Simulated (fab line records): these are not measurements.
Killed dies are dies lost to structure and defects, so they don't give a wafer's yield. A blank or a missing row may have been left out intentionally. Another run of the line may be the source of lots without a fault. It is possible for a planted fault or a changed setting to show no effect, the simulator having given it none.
Which tool did it? ; flow nandHarc ; 39 wafers from 13 lots sampled at 6 of the route's 1159 steps

## WHAT EACH GAUGE READ, for each wafer
NHARC_A_ONON_D1_THK_MEAS_27: measures by ellipsometry.
lot;measured;on;thkNm (nm)
L809;day 7 22:50;filmMetro-02;1016 1015 1015
L810;day 8 13:59;filmMetro-01;1004 1006 1006
L816;day 9 20:27;filmMetro-01;1003 1003 1004
L815;day 9 20:28;filmMetro-01;992 995 993
L819;day 10 12:30;filmMetro-02;986 986 987
L818;day 10 12:29;filmMetro-01;995 995 993
L822;day 11 11:17;filmMetro-01;1007 1008 1006
L821;day 11 11:23;filmMetro-02;1007 1006 1007
L824;day 11 20:58;filmMetro-02;986 987 987
L828;day 13 12:56;filmMetro-01;999 1169 1166
L829;day 13 13:17;filmMetro-01;998 1167 1000
L830;day 13 13:05;filmMetro-02;1015 1015 1013
L831;day 14 10:31;filmMetro-02;1163 1162 1163

NHARC_A_CHANNEL_HOLE_D1_OVL_MEAS_11.
lot;measured;on;overlayXNm (nm);overlayYNm (nm)
L809;day 8 03:53;overlay-01;-1.3 -0.8 -1.4;0.7 1.1 1.0
L810;day 8 19:19;overlay-02;0.8 0.5 0.5;1.2 0.9 0.4
L816;day 10 00:28;overlay-01;0.6 0.5 0.6;0.6 1.0 1.1
L815;day 10 01:11;overlay-02;-0.6 -0.6 -0.4;-0.2 -0.3 0.4
L819;day 10 18:14;overlay-02;-0.3 0.3 -0.4;0.7 0.9 0.5
L818;day 10 16:24;overlay-02;-0.4 -0.3 0.1;0.9 0.7 1.0
L822;day 11 16:49;overlay-02;-0.1 0.2 0.6;-0.4 -0.3 -0.2
L821;day 11 17:13;overlay-02;0.5 0.2 -0.2;0.3 0.3 0.2
L824;day 12 02:04;overlay-01;-0.6 -0.3 -0.6;-0.7 -0.7 -0.4
L828;day 13 20:24;overlay-02;0.1;1.1
L829;day 13 22:05;overlay-02;-2.5 -2.3;-0.7 -0.6
L830;day 13 20:53;overlay-02;0.7 0.5 1.0;0.0 -1.1 -0.2

NHARC_END_SORT_01.
lot;measured;on;killedAtArray;killedAtOther;killedAtPeriphery;killedDies;killedOpen;killedShort
L828;day 24 19:37;prober-01;17 672 674;4 2 0;2 3 3;23 677 677;8 4 6;2 1 1
L829;day 25 03:20;prober-02;22 664 25;1 1 2;7 12 3;30 677 30;6 3 3;1 1 2
L831;day 25 11:56;prober-02;675 675 671;1 1 2;1 1 4;677 677 677;5 3 2;0 2 1

## EACH LOT AND THE TOOL THAT RAN IT (in order: tool; ch and the chambers of the sampled wafers; start)
lot;NHARC_P_BONDPAD_PRE_CLEAN_26;NHARC_A_ONON_D1_DEP_25;NHARC_A_CHANNEL_HOLE_D1_ETCH_34
L809;pvdSputter-01, day 7 22:23 or earlier;pecvdOnon-03 ch 0, day 7 22:23;rieDiel-04 ch 0,1,3, no start
L810;pvdSputter-03, day 8 13:28 or earlier;pecvdOnon-02 ch 0, day 8 13:28;rieDiel-05 ch 1,2,3, no start
L816;pvdSputter-03, day 9 20:00 or earlier;pecvdOnon-01 ch 0, day 9 20:00;rieDiel-02 ch 0,2, no start
L815;pvdSputter-03, day 9 20:01 or earlier;pecvdOnon-03 ch 0, day 9 20:01;rieDiel-04 ch 0,2,3, no start
L819;pvdSputter-02, day 10 11:59 or earlier;pecvdOnon-02 ch 0, day 10 11:59;rieDiel-04 ch 0,1,2, no start
L818;pvdSputter-03, day 10 11:58 or earlier;pecvdOnon-03 ch 0, day 10 11:58;rieDiel-05 ch 0,1,2, no start
L822;pvdSputter-01, day 11 10:44 or earlier;pecvdOnon-02 ch 0, day 11 10:44;rieDiel-05 ch 0,2, no start
L821;pvdSputter-01, day 11 10:59 or earlier;pecvdOnon-03 ch 0, day 11 10:59;rieDiel-04 ch 0,1,2, no start
L824;pvdSputter-03, day 11 20:31 or earlier;pecvdOnon-02 ch 0, day 11 20:31;rieDiel-02 ch 1,2,3, no start
L828;pvdSputter-01, day 13 12:29 or earlier;pecvdOnon-03 ch 0, day 13 12:29;rieDiel-02 ch 0, day 24 19:37 or earlier
L829;pvdSputter-01, day 13 12:50 or earlier;pecvdOnon-03 ch 0, day 13 12:50;rieDiel-02 ch 0, day 25 03:20 or earlier
L830;pvdSputter-03, day 13 12:34 or earlier;pecvdOnon-01 ch 0, day 13 12:34;rieDiel-04 ch 0,1,3, no start
L831;pvdSputter-01, day 14 10:05 or earlier;pecvdOnon-03 ch 0, day 14 10:05;-
- NHARC_P_BONDPAD_PRE_CLEAN_26: time 30 s.
- NHARC_A_ONON_D1_DEP_25: target thk 1000 nm.
- NHARC_A_CHANNEL_HOLE_D1_ETCH_34: etches the open film in CF4/CHF3, target depth 154 nm, time 77 s.

## WHAT THE TOOLS THEMSELVES READ (means of the sampled wafers that have a number; where no wafer has one, the mark that the record gives instead)
NHARC_P_BONDPAD_PRE_CLEAN_26.
lot;tool;heaterPowerW (W)
L809;pvdSputter-01;424
L810;pvdSputter-03;372
L816;pvdSputter-03;385
L815;pvdSputter-03;365
L819;pvdSputter-02;401
L818;pvdSputter-03;375
L822;pvdSputter-01;402
L821;pvdSputter-01;402
L824;pvdSputter-03;375
L828;pvdSputter-01;422
L829;pvdSputter-01;412
L830;pvdSputter-03;388
L831;pvdSputter-01;420

NHARC_A_ONON_D1_DEP_25.
lot;tool;n2oFlowSccm (sccm)
L809;pecvdOnon-03;2000
L810;pecvdOnon-02;1998
L816;pecvdOnon-01;1998
L815;pecvdOnon-03;2000
L819;pecvdOnon-02;2004
L818;pecvdOnon-03;1998
L822;pecvdOnon-02;1994
L821;pecvdOnon-03;1999
L824;pecvdOnon-02;1992
L828;pecvdOnon-03;2006
L829;pecvdOnon-03;1998
L830;pecvdOnon-01;1995
L831;pecvdOnon-03;1999

NHARC_A_CHANNEL_HOLE_D1_ETCH_34.
lot;tool;chf3FlowSccm (sccm);drypumpMotorCurrentA (A);oesProductAu (a.u.);rfVppV (V);showerheadPlenumPTorr (Torr);throttleValvePct (%)
L809;rieDiel-04;29.95;5.5;0.951;369.9;1.54;16.805
L810;rieDiel-05;30.01;5.7;0.977;370.9;1.57;16.805
L816;rieDiel-02;30.08;5.3;0.960;372.6;1.62;16.803
L815;rieDiel-04;30.02;5.6;0.923;371.7;1.59;16.814
L819;rieDiel-04;29.98;5.7;0.937;370.3;1.58;16.801
L818;rieDiel-05;30.00;5.5;0.978;369.5;1.54;16.806
L822;rieDiel-05;30.02;5.7;0.919;368.4;1.51;16.803
L821;rieDiel-04;29.91;5.7;0.933;371.5;1.58;16.799
L824;rieDiel-02;29.96;5.5;0.920;372.1;1.60;16.806
L828;rieDiel-02;29.96;6.2;0.912;370.9;1.58;16.807
L829;rieDiel-02;30.12;6.2;0.907;370.8;1.58;16.802
L830;rieDiel-04;29.98;5.5;0.977;369.9;1.54;16.800

## THE ANSWER, worked out from the rows above alone
Rule: what is usual is taken from the lots themselves. The widest of any qualifying gaps counts: lots, ordered by their means at a reading, are off when they make up no more than a third of the lots, leave a main group of 4 or more, and stand apart from it by 3 or more times the standard deviation of that group's means. If all means in a main group match to the digits the tables above print for the reading, that group is not used. A lot without any number at a reading at which 4 lots or more have one is off too. All remaining lots with rows at the step are treated as sound. After the gauges, taken in route order, come the tools' own readings; for these a lot's mean is taken, as printed above. At the first step where some lot is off, the reading lying furthest off is the one used; lots without a number count as furthest.
Off at NHARC_A_ONON_D1_THK_MEAS_27 (thkNm): L828, L829, L831. Main group: mean 1001 nm, sd 10.
A tool fits if, at a process step before that reading, it ran every lot that is off, and no sound lot after the first of them. Those tools and the gauges at NHARC_A_ONON_D1_THK_MEAS_27 are tried in the same way. With no start given for some of its lots, NHARC_P_BONDPAD_PRE_CLEAN_26 uses the hours and lot order of NHARC_A_ONON_D1_DEP_25. This does not decide it: 2 tools fit, namely pvdSputter-01 at NHARC_P_BONDPAD_PRE_CLEAN_26 and pecvdOnon-03 at NHARC_A_ONON_D1_DEP_25.

## WHAT WAS PUT IN BY THE SIMULATOR
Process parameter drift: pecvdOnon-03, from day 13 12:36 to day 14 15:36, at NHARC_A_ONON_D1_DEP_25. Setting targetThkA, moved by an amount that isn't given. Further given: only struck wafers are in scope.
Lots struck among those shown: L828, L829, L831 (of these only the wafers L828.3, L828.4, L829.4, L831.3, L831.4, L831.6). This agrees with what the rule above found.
